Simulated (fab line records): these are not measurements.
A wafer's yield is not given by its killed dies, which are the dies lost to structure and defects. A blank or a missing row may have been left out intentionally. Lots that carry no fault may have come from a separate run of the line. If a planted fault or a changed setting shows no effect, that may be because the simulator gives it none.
Matching of chambers :: flow n5 finfet :: N5_BEOL_M8_DEP_56 on pecvd-02: 3 sister chambers
The step deposits SiCN from 3MS/NH3, target thk 10 nm, time 17.5 s. 3 wafers are shown with their chamber, then 9 later ones without.

== EACH WAFER AND ITS CHAMBER ==
wafer: L087.2
chamber: 2
showerhead plenum p Torr (Torr): 3.679

wafer: L091.5
chamber: 0
showerhead plenum p Torr (Torr): 3.674

wafer: L091.6
chamber: 1
showerhead plenum p Torr (Torr): 3.662

== WAFERS WITHOUT THEIR CHAMBER ==
wafer: L094.1
showerhead plenum p Torr (Torr): 3.675

wafer: L094.2
showerhead plenum p Torr (Torr): 3.646

wafer: L094.6
showerhead plenum p Torr (Torr): 3.682

wafer: L093.3
showerhead plenum p Torr (Torr): 3.677

wafer: L093.4
showerhead plenum p Torr (Torr): 3.676

wafer: L093.6
showerhead plenum p Torr (Torr): 3.679

wafer: L096.2
showerhead plenum p Torr (Torr): 3.654

wafer: L096.4
showerhead plenum p Torr (Torr): 3.677

wafer: L096.5
showerhead plenum p Torr (Torr): 3.676

== WHICH CHAMBER EACH ONE RAN IN ==
wafer: L094.1
from the rows above: can't be placed: 0 or 2 or 1
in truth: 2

wafer: L094.2
from the rows above: can't be placed: 1 or 0
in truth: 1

wafer: L094.6
from the rows above: can't be placed: 2 or 0
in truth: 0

wafer: L093.3
from the rows above: can't be placed: 2 or 0
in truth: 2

wafer: L093.4
from the rows above: can't be placed: 0 or 2 or 1
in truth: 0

wafer: L093.6
from the rows above: can't be placed: 2 or 0
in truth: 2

wafer: L096.2
from the rows above: can't be placed: 1 or 0
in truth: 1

wafer: L096.4
from the rows above: can't be placed: 2 or 0
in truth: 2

wafer: L096.5
from the rows above: can't be placed: 0 or 2 or 1
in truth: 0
Correct placement for 0 of the 9. Not placeable from these rows: 9 (in 9, the candidates include the true chamber). 0 placed wrongly.
How it was worked out, from the rows above alone: a wafer's distance from a chamber is the root of the sum, over the readings, of the square of ((its reading less the chamber's mean) divided by the reading's scatter). The wafer belongs to the nearest chamber; if the next one is less than 2 further off, it can't be placed. A chamber's mean is the mean of its shown wafers. The scatter: with one shown wafer a chamber, the root of the mean of the squares of how far each hidden wafer lies from its nearest shown one.
